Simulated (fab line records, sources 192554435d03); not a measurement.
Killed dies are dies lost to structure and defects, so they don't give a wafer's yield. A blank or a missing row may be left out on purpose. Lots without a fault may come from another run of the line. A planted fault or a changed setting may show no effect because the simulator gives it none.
fab line records | flow n5_finfet
record lots=12 wafers=34 last_day=18
route steps=1938 shown BEOL_M5@1179 MIM_TOP_LITHO@1847 MIM_BOT_ETCH@1867 PASSIVATION@1926
lots that met no fault: from a run of the same line without faults
start_h: hours from the record's first day to the start of the lot's first wafer shown | wait_h: hours since the lot's step before | " the same as in the row above | L1.1+2: a row that stands for several wafers | - no value, or no start given | * or withheld: withheld | < > ~ a bound
route shown NAME@n: a module of which the file shows steps, and the number in the route of the first | usual: mean/standard deviation of fault-free wafers | same: alike in all rows | chamber/n: place in a boat | sites: the reading at each site | _std_site: their standard deviation | _edge_site: outer sites' mean less inner sites' | radius_mm: how far each site lies from the wafer's centre | mask NAME#n: copy n | behind: the tool/chamber that last shaped the wafer | hold: why the lot was held/for how many hours/how that ended | device: the transistor (n, p or np) that didn't switch | end of line: the same wafers' tests at the end of the route | a step without rows: its recipe alone | killed: dies lost to structure and defects at the first sort, not the wafer's yield | map: a wafer's dies, x killed, . not, _ none there
set.NAME: the setting as run; set.NAME@STEP: as run at that earlier step | model.NAME: the simulator's own value behind a step, which no gauge read
steps of the route over a sample of lots; a table a step, a row a wafer
services: from which hour (start_h, from the record's first day; less than 0 if before it) a tool's chamber was out of use, for how many hours, and why
## steps
# step N5_BEOL_M5_SPUTTER_83
# recipe material=Cu target_thk_a=150 temp_c=-20 chamber_pressure_pa=0.07 power_w=withheld time_s=27.62
# usual throttle_valve_pct=29.9/0.86
# columns lot.wafer tool chamber start_h wait_h throttle_valve_pct
L708.1 pvd_sputter-02 - 185.25 0.5 30.2
L708.4 " - " " 27.4
L708.6 " - " " 30.8
L709.2 pvd_sputter-01 - 189.40 0.5 29.3
L709.3 " - " " 30.1
L709.6 " - " " 30.6
L710.1 pvd_sputter-01 - 214.01 0.5 30.3
L710.3 " - " " 30.1
L710.6 " - " " 30.1
L715.1 pvd_sputter-01 - 219.68 0.5 30.3
L715.2 " - " " 29.6
L715.4 " - " " 30.5
L713.1 pvd_sputter-03 - 225.18 0.5 30.2
L713.5 " - " " 30.8
L713.6 " - " " 29.8
L711.2 pvd_sputter-01 - 227.16 0.5 30.3
L711.6 " - " " 29.8
L722.1 pvd_sputter-01 - 278.53 0.5 30.0
L722.4 " - " " 30.8
L722.5 " - " " 29.3
L725.2 pvd_sputter-03 - 279.63 0.5 31.1
L725.3 " - " " 30.4
L725.5 " - " " 31.2
L723.1 pvd_sputter-01 - 284.79 0.5 30.1
L723.4 " - " " 30.3
L723.6 " - " " 29.0
L724.3 pvd_sputter-01 - 290.25 0.5 30.3
L724.4 " - " " 29.9
L724.6 " - " " 29.0
L726.2 pvd_sputter-03 - 300.59 0.5 30.7
L726.5 " - " " 31.1
L731.2 pvd_sputter-03 - 322.79 0.5 29.6
L731.3 " - " " 30.9
L731.6 " - " " 30.1
# step N5_MIM_TOP_LITHO_CD_MEAS_08
# recipe target_cd_nm=2000 landing_energy_ev=500 detector=se_inlens
# usual cd_nm=2000.7/2.6
# columns lot.wafer tool chamber start_h wait_h cd_nm
L708.1 cd_sem-01 0 273.51 - 1999.1
L708.4 " 0 " " 2002.0
L708.6 " 0 " " 1997.2
L709.2 cd_sem-03 0 281.22 - 2000.5
L709.3 " 0 " " 2000.6
L709.6 " 0 " " 2001.7
L710.1 cd_sem-02 0 298.70 - 1999.2
L710.3 " 0 " " 1998.3
L710.6 " 0 " " 2000.3
L715.1 cd_sem-01 0 310.71 - 1999.2
L715.2 " 0 " " 2000.8
L715.4 " 0 " " 1999.2
L713.1 cd_sem-02 0 315.15 - 2003.0
L713.5 " 0 " " 2001.2
L713.6 " 0 " " 1999.1
L711.2 cd_sem-01 0 315.46 - 2001.0
L711.6 " 0 " " 2003.3
L722.1 cd_sem-01 0 357.80 - 2001.5
L722.4 " 0 " " 1999.3
L722.5 " 0 " " 2000.2
L723.1 cd_sem-02 0 364.70 - 2002.6
L723.4 " 0 " " 2000.4
L723.6 " 0 " " 2003.8
L725.2 cd_sem-01 0 369.31 - 1998.6
L725.3 " 0 " " 1999.1
L725.5 " 0 " " 1996.7
L724.3 cd_sem-01 0 382.29 - 2004.5
L724.4 " 0 " " 1999.7
L724.6 " 0 " " 2002.9
L726.2 cd_sem-03 0 384.09 - 2000.4
L726.5 " 0 " " 1997.2
L731.2 cd_sem-03 0 411.67 - 2001.8
L731.3 " 0 " " 2003.4
L731.6 " 0 " " 2005.2
# step N5_MIM_BOT_ETCH_ETCH_03
# recipe chemistry=Cl2/BCl3 target_depth_a=120 pressure_mtorr=8 icp_w=800 bias_w=100 Cl2_flow_sccm=20 bcl3_flow_sccm=80
# usual drypump_motor_current_A=5.7/0.33 oes_product_au=0.87/0.078 throttle_valve_pct=27.58/0.24
# columns lot.wafer tool chamber start_h wait_h drypump_motor_current_A oes_product_au rf_hours_counter_h throttle_valve_pct
L708.1 rie_metal-03 0 274.73 0.1 5.9 0.77 39 27.73
L708.4 " 1 " " 5.3 0.94 - 27.71
L708.6 " 1 " " 5.3 0.93 - 27.74
L709.2 rie_metal-03 1 282.31 0.1 5.3 0.92 3 27.72
L709.3 " 1 " " 5.3 0.92 - 27.72
L709.6 " 1 " " 5.3 0.92 - 27.74
L710.1 rie_metal-02 0 299.73 0.1 5.8 0.88 11 27.76
L710.3 " 0 " " 5.8 0.87 - 27.76
L710.6 " 1 " " 5.7 0.98 - 27.50
L715.1 rie_metal-02 1 312.13 0.1 5.8 0.96 5 27.52
L715.2 " 0 " " 5.8 0.87 11 27.76
L715.4 " 1 " " 5.8 0.97 - 27.49
L713.1 rie_metal-03 0 316.44 0.1 5.9 0.76 42 27.75
L713.5 " 0 " " 5.9 0.75 - 27.74
L713.6 " 1 " " 5.3 0.91 - 27.71
L711.2 rie_metal-01 0 316.56 0.1 6.2 0.90 - 27.01
L711.6 " 0 " " 6.2 0.90 - 27.02
L722.1 rie_metal-02 0 358.97 0.1 5.8 0.85 16 27.76
L722.4 " 0 " " 5.8 0.85 - 27.76
L722.5 " 1 " " 5.8 0.92 - 27.50
L723.1 rie_metal-02 0 365.84 0.1 5.8 0.86 17 27.76
L723.4 " 1 " " 5.8 0.93 - 27.51
L723.6 " 1 " " 5.8 0.94 - 27.52
L725.2 rie_metal-02 1 370.62 0.1 5.7 0.92 10 27.51
L725.3 " 1 " " 5.8 0.92 - 27.50
L725.5 " 1 " " 5.8 0.92 - 27.50
L724.3 rie_metal-03 0 383.67 0.1 5.9 0.72 - 27.76
L724.4 " 1 " " 5.4 0.86 - 27.74
L724.6 " 1 " " 5.3 0.86 - 27.74
L726.2 rie_metal-01 0 385.06 0.1 6.2 0.86 21 27.01
L726.5 " 1 " " 5.0 0.96 - 27.43
L731.2 rie_metal-03 1 412.79 0.1 5.3 0.84 16 27.73
L731.3 " 0 " " 5.9 0.73 - 27.76
L731.6 " 0 " " 5.9 0.72 - 27.77
# step N5_PASSIVATION_OVL_MEAS_66
# recipe points_per_wafer=44
# usual PASS_OPEN_OVL=1/5.8
# columns lot.wafer tool chamber start_h wait_h PASS_OPEN_OVL[nm]
L708.1 overlay-02 0 279.80 0.0 -4
L708.4 " 0 " " 4
L708.6 " 0 " " -2
L709.2 overlay-01 0 290.15 0.0 5
L709.3 " 0 " " -2
L709.6 " 0 " " -2
L710.1 overlay-01 0 305.83 0.0 -3
L710.3 " 0 " " 5
L710.6 " 0 " " 8
L715.1 overlay-02 0 319.50 0.0 1
L715.2 " 0 " " 9
L715.4 " 0 " " 8
L713.1 overlay-01 0 321.72 0.0 2
L713.5 " 0 " " -2
L713.6 " 0 " " 11
L711.2 overlay-02 0 322.08 0.0 -3
L711.6 " 0 " " -5
L722.1 overlay-01 0 366.64 0.0 4
L722.4 " 0 " " 7
L722.5 " 0 " " 0
L723.1 overlay-01 0 371.17 0.0 4
L723.4 " 0 " " 2
L723.6 " 0 " " -3
L725.2 overlay-02 0 375.11 0.0 9
L725.3 " 0 " " 5
L725.5 " 0 " " 5
L724.3 overlay-02 0 388.83 0.0 2
L724.4 " 0 " " -10
L724.6 " 0 " " -4
L726.2 overlay-01 0 392.79 0.0 11
L726.5 " 0 " " 1
L731.2 overlay-02 0 418.88 0.0 -7
L731.3 " 0 " " 8
L731.6 " 0 " " -4
# step N5_PASSIVATION_PROBE_49
# usual defect_limited_yield=91.5/1.4 killed_at_M0_to_M3=32/11 killed_at_M4_up=12/4.4 killed_at_contacts=13/6.1 killed_at_front_end=39/12 killed_at_other=3.9/3 killed_dies=100/17 killed_open=66/12 killed_short=33/7.4 sort_bin_4_leakage=0.03/0.14 sort_bin_5_function=5.0/0.95 sort_bin_6_memory=3.2/0.66 sort_n_pass=1079/17 sort_yield_pct=91.4/1.5
# same gross_dies=1180 killed_at_back_side=0 sort_bin_8_speed[%]=0
# columns lot.wafer tool chamber start_h wait_h defect_limited_yield[%] killed_at_M0_to_M3 killed_at_M4_up killed_at_contacts killed_at_front_end killed_at_other killed_dies killed_open killed_short sort_bin_4_leakage[%] sort_bin_5_function[%] sort_bin_6_memory[%] sort_n_pass sort_yield_pct[%]
L708.1 prober-02 - 283.00 0.0 91.5 30 16 19 28 7 100 68 31 0 5.1 3.2 1080 91.5
L708.4 prober-02 - 283.15 0.2 90.8 24 13 23 46 3 109 80 29 0 5.8 3.4 1071 90.8
L708.6 prober-02 - 283.25 0.3 89.7 37 15 26 39 4 121 78 35 0 5.7 3.6 1059 89.7
L709.2 prober-01 - 293.30 0.1 91.9 42 13 2 34 5 96 61 33 0 4.1 3.8 1084 91.9
L709.3 prober-01 - 293.35 0.1 90.0 55 8 4 47 4 118 67 48 0 6.4 3.1 1062 90.0
L709.6 prober-01 - 293.50 0.3 93.1 26 8 10 34 3 81 53 25 0 4.2 2.5 1099 93.1
L710.1 prober-01 - 308.97 0.0 92.4 31 21 4 30 4 90 60 30 0 4.7 2.8 1090 92.4
L710.3 prober-01 - 309.07 0.1 91.3 26 12 14 44 7 103 67 33 0 5.0 3.6 1077 91.3
L710.6 prober-01 - 309.22 0.3 92.0 28 17 16 33 0 94 67 27 0 4.5 2.8 1086 92.0
L715.1 prober-01 - 322.64 0.0 92.2 31 5 13 39 4 92 55 35 0 4.7 2.9 1088 92.2
L715.2 prober-01 - 322.69 0.1 91.4 33 3 7 58 1 102 69 33 0 4.6 3.7 1078 91.4
L715.4 prober-01 - 322.79 0.2 91.7 51 5 18 19 5 98 62 36 0 4.9 3.1 1082 91.7
L713.1 prober-02 - 324.82 0.0 90.3 43 8 12 51 1 115 77 36 0 6.0 3.5 1065 90.3
L713.5 prober-02 - 325.02 0.2 92.6 18 7 19 42 1 87 64 18 0 4.4 2.6 1093 92.6
L713.6 prober-02 - 325.07 0.3 91.2 43 13 11 36 1 104 67 36 0 5.7 2.5 1076 91.2
L711.2 prober-01 - 325.23 0.1 90.6 40 7 18 38 8 111 80 29 0 4.7 4.0 1069 90.6
L711.6 prober-01 - 325.43 0.3 91.6 37 10 10 40 2 99 61 35 0 4.9 3.2 1081 91.6
L722.1 prober-02 - 369.75 0.0 88.1 26 67 13 33 1 140 52 29 0 7.8 2.5 1040 88.1
L722.4 prober-02 - 369.90 0.2 84.8 48 65 22 43 1 179 88 37 0 9.2 4.9 1001 84.8
L722.5 prober-02 - 369.95 0.2 83.7 40 107 18 25 2 192 65 30 0 10.4 4.2 988 83.7
L723.1 prober-01 - 374.27 0.0 86.6 32 75 3 47 1 158 71 25 0.34 9.2 2.5 1018 86.3
L723.4 prober-01 - 374.42 0.2 83.9 26 117 16 30 1 190 62 24 0 10.4 3.5 990 83.9
L723.6 prober-01 - 374.52 0.3 84.7 26 105 9 38 3 181 62 27 0 9.3 3.7 999 84.7
L725.2 prober-02 - 378.28 0.1 92.5 33 7 13 34 2 89 57 31 0 4.5 2.7 1091 92.5
L725.3 prober-02 - 378.33 0.1 91.4 31 14 9 39 8 101 62 36 0 4.5 3.9 1079 91.4
L725.5 prober-02 - 378.43 0.2 94.1 26 8 4 28 4 70 40 30 0 3.6 2.2 1110 94.1
L724.3 prober-01 - 392.21 0.1 84.6 18 116 22 25 1 182 61 20 0 9.7 3.8 998 84.6
L724.4 prober-01 - 392.26 0.2 89.2 19 73 11 24 1 128 46 21 0 6.4 3.4 1052 89.2
L724.6 prober-01 - 392.36 0.3 85.3 25 112 10 24 3 174 54 25 0 10.3 3.5 1006 85.3
L726.2 prober-01 - 396.06 0.1 89.7 34 9 9 68 1 121 76 44 0 6.6 3.1 1059 89.7
L726.5 prober-01 - 396.21 0.2 91.5 30 2 20 44 4 100 72 27 0 5.5 2.7 1080 91.5
L731.2 prober-02 - 422.30 0.1 91.9 21 9 17 40 8 95 68 22 0 4.2 3.6 1085 91.9
L731.3 prober-02 - 422.35 0.1 89.9 35 10 12 52 10 119 74 44 0 6.5 3.3 1061 89.9
L731.6 prober-02 - 422.50 0.3 91.9 19 14 12 36 15 96 62 32 0 5.0 3.1 1084 91.9
# killed by level:class
L708.1 MOL_CONTACT_COAG:geometric_particle:open=14 FIN_SAQP:geometric_particle:open=8 BEOL_M0_SAQP:geometric_particle:open=8 MOL_CONTACT_COAG:geometric_particle:short=5 STI_FIN_REVEAL:geometric_particle:open=5 BEOL_M2:geometric_particle:open=5 BEOL_M3:geometric_particle:open=5 FIN_SAQP:geometric_particle:short=4
L708.4 MOL_CONTACT_COAG:geometric_particle:open=22 STI_FIN_REVEAL:geometric_particle:open=16 BEOL_M1:geometric_particle:open=7 FIN_SAQP:geometric_particle:open=6 BEOL_M2:geometric_particle:open=6 FIN_SAQP:geometric_particle:short=5 ILD0:geometric_particle:short=5 ILD0:geometric_particle:open=4
L708.6 MOL_CONTACT_COAG:geometric_particle:open=20 BEOL_M0_SAQP:geometric_particle:open=11 BEOL_M2:geometric_particle:open=9 BEOL_M0_SAQP:geometric_particle:short=8 HKMG_FIN:area_etch=8 GATE_CUT:geometric_particle:open=6 MOL_CONTACT_COAG:geometric_particle:short=6 FIN_SAQP:geometric_particle:open=5
L709.2 BEOL_M0_SAQP:geometric_particle:short=11 BEOL_M0_SAQP:geometric_particle:open=10 STI_FIN_REVEAL:geometric_particle:open=9 BEOL_M2:geometric_particle:open=9 BEOL_M4:geometric_particle:open=8 FIN_SAQP:geometric_particle:open=6 BEOL_M3:geometric_particle:open=6 STI_FIN_REVEAL:geometric_particle:short=5
L709.3 BEOL_M0_SAQP:geometric_particle:short=13 STI_FIN_REVEAL:geometric_particle:open=11 BEOL_M0_SAQP:geometric_particle:open=11 FIN_SAQP:geometric_particle:open=8 BEOL_M2:geometric_particle:open=7 GATE_CUT:geometric_particle:short=6 BEOL_M3:geometric_particle:open=5 BEOL_M4:geometric_particle:open=5
L709.6 STI_FIN_REVEAL:geometric_particle:open=10 MOL_CONTACT_COAG:geometric_particle:open=9 FIN_SAQP:geometric_particle:short=5 BEOL_M3:geometric_particle:open=5 FIN_SAQP:geometric_particle:open=4 BEOL_M0_SAQP:geometric_particle:short=4 BEOL_M1:geometric_particle:open=4 DUMMY_GATE:geometric_particle:open=3
L710.1 BEOL_M4:geometric_particle:open=10 BEOL_M2:geometric_particle:open=9 GATE_CUT:geometric_particle:short=8 BEOL_M0_SAQP:geometric_particle:short=6 FIN_SAQP:geometric_particle:open=5 BEOL_M1:geometric_particle:open=5 ILD0:geometric_particle:short=4 BEOL_M0_SAQP:geometric_particle:open=4
L710.3 STI_FIN_REVEAL:geometric_particle:open=11 MOL_CONTACT_COAG:geometric_particle:open=11 BEOL_M1:geometric_particle:open=8 BEOL_M2:geometric_particle:open=7 FIN_SAQP:geometric_particle:short=5 DUMMY_GATE:geometric_particle:open=5 BEOL_M1:geometric_particle:short=5 ILD0:geometric_particle:open=4
L710.6 MOL_CONTACT_COAG:geometric_particle:open=13 BEOL_M1:geometric_particle:open=11 FIN_SAQP:geometric_particle:short=9 BEOL_M4:geometric_particle:open=6 FIN_SAQP:geometric_particle:open=5 STI_FIN_REVEAL:geometric_particle:open=5 BEOL_M0_SAQP:geometric_particle:open=5 BEOL_M2:geometric_particle:open=5
L715.1 MOL_CONTACT_COAG:geometric_particle:open=11 BEOL_M0_SAQP:geometric_particle:short=8 STI_FIN_REVEAL:geometric_particle:open=6 DUMMY_GATE:geometric_particle:open=6 GATE_CUT:geometric_particle:short=6 BEOL_M0:geometric_particle:open=5 STARTING-WAFER:geometric_particle:open=5 GATE_CUT:geometric_particle:open=4
L715.2 STI_FIN_REVEAL:geometric_particle:open=18 FIN_SAQP:geometric_particle:open=13 BEOL_M0_SAQP:geometric_particle:open=12 BEOL_M0_SAQP:geometric_particle:short=11 FIN_SAQP:geometric_particle:short=9 MOL_CONTACT_COAG:geometric_particle:open=6 BEOL_M3:geometric_particle:open=5 GATE_CUT:geometric_particle:short=4
L715.4 MOL_CONTACT_COAG:geometric_particle:open=14 BEOL_M0_SAQP:geometric_particle:open=11 BEOL_M0_SAQP:geometric_particle:short=11 BEOL_M3:geometric_particle:open=10 BEOL_M1:geometric_particle:open=6 BEOL_M3:geometric_particle:short=5 MOL_CONTACT_COAG:geometric_particle:short=4 FIN_SAQP:geometric_particle:short=3
L713.1 BEOL_M0_SAQP:geometric_particle:open=11 STI_FIN_REVEAL:geometric_particle:open=10 MOL_CONTACT_COAG:geometric_particle:open=9 BEOL_M0_SAQP:geometric_particle:short=8 FIN_SAQP:geometric_particle:open=6 BEOL_M2:geometric_particle:open=6 BEOL_M3:geometric_particle:short=6 FIN_SAQP:geometric_particle:short=5
L713.5 MOL_CONTACT_COAG:geometric_particle:open=15 FIN_SAQP:geometric_particle:open=9 STI_FIN_REVEAL:geometric_particle:open=8 BEOL_M0_SAQP:geometric_particle:open=5 MOL_CONTACT_COAG:geometric_particle:short=4 BEOL_M0_SAQP:geometric_particle:short=4 FIN_SAQP:geometric_particle:short=3 DUMMY_GATE:geometric_particle:open=3
L713.6 BEOL_M0_SAQP:geometric_particle:open=13 BEOL_M0_SAQP:geometric_particle:short=12 FIN_SAQP:geometric_particle:open=8 STI_FIN_REVEAL:geometric_particle:open=8 FIN_SAQP:geometric_particle:short=7 MOL_CONTACT_COAG:geometric_particle:open=7 BEOL_M2:geometric_particle:open=7 BEOL_M4:geometric_particle:open=6
L711.2 BEOL_M1:geometric_particle:open=11 BEOL_M2:geometric_particle:open=11 FIN_SAQP:geometric_particle:open=10 MOL_CONTACT_COAG:geometric_particle:open=9 MOL_CONTACT_COAG:geometric_particle:short=8 BEOL_M0_SAQP:geometric_particle:open=7 BEOL_M3:geometric_particle:open=5 STI_FIN_REVEAL:geometric_particle:open=4
L711.6 FIN_SAQP:geometric_particle:short=14 BEOL_M1:geometric_particle:open=10 MOL_CONTACT_COAG:geometric_particle:open=8 BEOL_M0_SAQP:geometric_particle:open=7 DUMMY_GATE:geometric_particle:open=5 GATE_CUT:geometric_particle:short=5 BEOL_M0_SAQP:geometric_particle:short=5 BEOL_M8:geometric_particle:open=4
L722.1 BEOL_M5:unspecified=57 STI_FIN_REVEAL:geometric_particle:open=13 MOL_CONTACT_COAG:geometric_particle:open=11 BEOL_M0_SAQP:geometric_particle:short=6 FIN_SAQP:geometric_particle:short=5 BEOL_M2:geometric_particle:open=5 STARTING-WAFER:geometric_particle:open=5 BEOL_M4:geometric_particle:open=4
L722.4 BEOL_M5:unspecified=51 MOL_CONTACT_COAG:geometric_particle:open=17 BEOL_M2:geometric_particle:open=17 FIN_SAQP:geometric_particle:short=11 FIN_SAQP:geometric_particle:open=10 BEOL_M4:geometric_particle:open=9 STI_FIN_REVEAL:geometric_particle:open=8 BEOL_M0_SAQP:geometric_particle:short=8
L722.5 BEOL_M5:unspecified=96 MOL_CONTACT_COAG:geometric_particle:open=15 BEOL_M3:geometric_particle:open=12 STI_FIN_REVEAL:geometric_particle:open=11 BEOL_M0_SAQP:geometric_particle:short=7 BEOL_M4:geometric_particle:open=5 BEOL_M3:geometric_particle:short=4 BEOL_M0_SAQP:geometric_particle:open=4
L723.1 BEOL_M5:unspecified=62 STI_FIN_REVEAL:geometric_particle:open=14 FIN_SAQP:geometric_particle:open=10 BEOL_M1:geometric_particle:open=8 FIN_SAQP:geometric_particle:short=7 BEOL_M0_SAQP:geometric_particle:open=6 BEOL_M4:geometric_particle:open=6 BEOL_M2:geometric_particle:open=5
L723.4 BEOL_M5:unspecified=104 MOL_CONTACT_COAG:geometric_particle:open=13 BEOL_M1:geometric_particle:open=11 FIN_SAQP:geometric_particle:open=9 FIN_SAQP:geometric_particle:short=6 BEOL_M4:geometric_particle:open=6 DUMMY_GATE:geometric_particle:open=5 BEOL_M2:geometric_particle:open=4
L723.6 BEOL_M5:unspecified=90 STI_FIN_REVEAL:geometric_particle:open=9 MOL_CONTACT_COAG:geometric_particle:open=9 FIN_SAQP:geometric_particle:open=8 BEOL_M0_SAQP:geometric_particle:open=8 DUMMY_GATE:geometric_particle:open=7 BEOL_M4:geometric_particle:open=7 BEOL_M0_SAQP:geometric_particle:short=6
L725.2 STI_FIN_REVEAL:geometric_particle:open=12 BEOL_M2:geometric_particle:open=9 MOL_CONTACT_COAG:geometric_particle:open=8 FIN_SAQP:geometric_particle:short=6 MOL_CONTACT_COAG:geometric_particle:short=4 BEOL_M0_SAQP:geometric_particle:short=4 BEOL_M0_SAQP:geometric_particle:open=4 BEOL_M1:geometric_particle:open=4
L725.3 FIN_SAQP:geometric_particle:open=10 BEOL_M0_SAQP:geometric_particle:open=10 BEOL_M4:geometric_particle:open=8 GATE_CUT:geometric_particle:short=7 MOL_CONTACT_COAG:geometric_particle:open=7 BEOL_M0_SAQP:geometric_particle:short=7 FIN_SAQP:geometric_particle:short=5 STI_FIN_REVEAL:geometric_particle:open=5
L725.5 FIN_SAQP:geometric_particle:short=6 BEOL_M3:geometric_particle:open=5 STARTING-WAFER:geometric_particle:short=5 FIN_SAQP:geometric_particle:open=4 BEOL_M0_SAQP:geometric_particle:short=4 BEOL_M2:geometric_particle:open=4 BEOL_M4:geometric_particle:open=4 STI_FIN_REVEAL:geometric_particle:open=3
L724.3 BEOL_M5:unspecified=100 MOL_CONTACT_COAG:geometric_particle:open=18 BEOL_M4:geometric_particle:open=13 GATE_CUT:geometric_particle:short=7 BEOL_M2:geometric_particle:open=7 STI_FIN_REVEAL:geometric_particle:open=4 MOL_CONTACT_COAG:geometric_particle:short=3 BEOL_M0_SAQP:geometric_particle:open=3
L724.4 BEOL_M5:unspecified=60 MOL_CONTACT_COAG:geometric_particle:open=9 BEOL_M2:geometric_particle:open=6 BEOL_M0_SAQP:geometric_particle:open=5 BEOL_M4:geometric_particle:open=5 STARTING-WAFER:geometric_particle:short=5 FIN_SAQP:geometric_particle:open=4 FIN_SAQP:geometric_particle:short=4
L724.6 BEOL_M5:unspecified=93 BEOL_M4:geometric_particle:open=12 MOL_CONTACT_COAG:geometric_particle:open=8 BEOL_M1:geometric_particle:open=8 DUMMY_GATE:geometric_particle:open=4 GATE_CUT:geometric_particle:open=4 GATE_CUT:geometric_particle:short=4 BEOL_M3:geometric_particle:short=4
L726.2 FIN_SAQP:geometric_particle:open=18 STI_FIN_REVEAL:geometric_particle:open=17 GATE_CUT:geometric_particle:short=11 FIN_SAQP:geometric_particle:short=10 BEOL_M2:geometric_particle:open=7 MOL_CONTACT_COAG:geometric_particle:open=6 BEOL_M0_SAQP:geometric_particle:open=6 BEOL_M3:geometric_particle:open=5
L726.5 FIN_SAQP:geometric_particle:open=16 MOL_CONTACT_COAG:geometric_particle:open=15 BEOL_M1:geometric_particle:open=8 STI_FIN_REVEAL:geometric_particle:open=7 GATE_CUT:geometric_particle:short=6 BEOL_M0_SAQP:geometric_particle:short=5 MOL_CONTACT_COAG:geometric_particle:short=5 FIN_SAQP:geometric_particle:short=4
L731.2 MOL_CONTACT_COAG:geometric_particle:open=14 FIN_SAQP:geometric_particle:open=10 DUMMY_GATE:geometric_particle:open=7 GATE_CUT:geometric_particle:open=6 BEOL_M1:geometric_particle:open=4 GATE_CUT:geometric_particle:short=4 BEOL_M2:geometric_particle:open=4 BEOL_M3:geometric_particle:open=4
L731.3 BEOL_M2:geometric_particle:open=9 DUMMY_GATE:geometric_particle:open=9 GATE_CUT:geometric_particle:open=9 GATE_CUT:geometric_particle:short=9 FIN_SAQP:geometric_particle:open=8 MOL_CONTACT_COAG:geometric_particle:open=8 BEOL_M0_SAQP:geometric_particle:short=8 FIN_SAQP:geometric_particle:short=6
L731.6 MOL_CONTACT_COAG:geometric_particle:open=8 PASS1_CAP:geometric_particle:short=7 DUMMY_GATE:geometric_particle:open=6 GATE_CUT:geometric_particle:open=6 BEOL_M2:geometric_particle:open=5 BEOL_M4:geometric_particle:open=4 GATE_CUT:geometric_particle:short=4 MOL_CONTACT_COAG:geometric_particle:short=4
## services
# columns tool chamber start_h hours kind
rie_metal-02 0 163.95 - clean
rie_metal-02 0 163.95 11.3 scheduled_down
rie_metal-02 0 163.95 11.3 vent_cycle
rie_metal-01 0 175.86 - clean
rie_metal-01 0 175.86 18.8 scheduled_down
rie_metal-01 0 175.86 18.8 vent_cycle
rie_metal-03 1 176.82 6.0 repair
rie_metal-03 0 191.21 15.5 repair
rie_metal-03 1 231.34 - clean
rie_metal-03 1 231.34 21.0 scheduled_down
rie_metal-03 1 231.34 21.0 vent_cycle
rie_metal-02 1 242.07 - clean
rie_metal-02 1 242.07 20.0 scheduled_down
rie_metal-02 1 242.07 20.0 vent_cycle
rie_metal-03 0 277.46 1.2 repair
rie_metal-02 0 281.18 8.2 repair
rie_metal-01 - 282.30 2.8 pm
rie_metal-01 1 313.16 2.2 repair
pvd_sputter-02 - 339.91 4.3 repair
rie_metal-02 - 342.30 1.0 repair
rie_metal-02 - 349.32 1.4 pm
rie_metal-03 - 378.13 2.1 repair
pvd_sputter-03 - 380.55 4.1 repair
## key
first_sign step=N5_PASSIVATION_PROBE_49 reading=killed_at_M4_up direction=up sigmas=18 usual=12 struck=93
effect step=N5_PASSIVATION_PROBE_49 reading=defect_limited_yield direction=down sigmas=4.1 usual=91.5 struck=85.6
more_kills_born_at N5_BEOL_M5_SPUTTER_83@pvd_sputter-01=713
met_at N5_BEOL_M5_SPUTTER_83
struck_lots L722,L723,L724
not_acting_at N5_MIM_TOP_LITHO_CD_MEAS_08,N5_MIM_BOT_ETCH_ETCH_03,N5_PASSIVATION_OVL_MEAS_66
onset_between 227.16 278.53
fault kind=chamber_particle_source tool=pvd_sputter-01 chamber=- onset_h=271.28 steps=N5_BEOL_M5_SPUTTER_83 rate_per_visit_cm2=0.65463 end_h=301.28
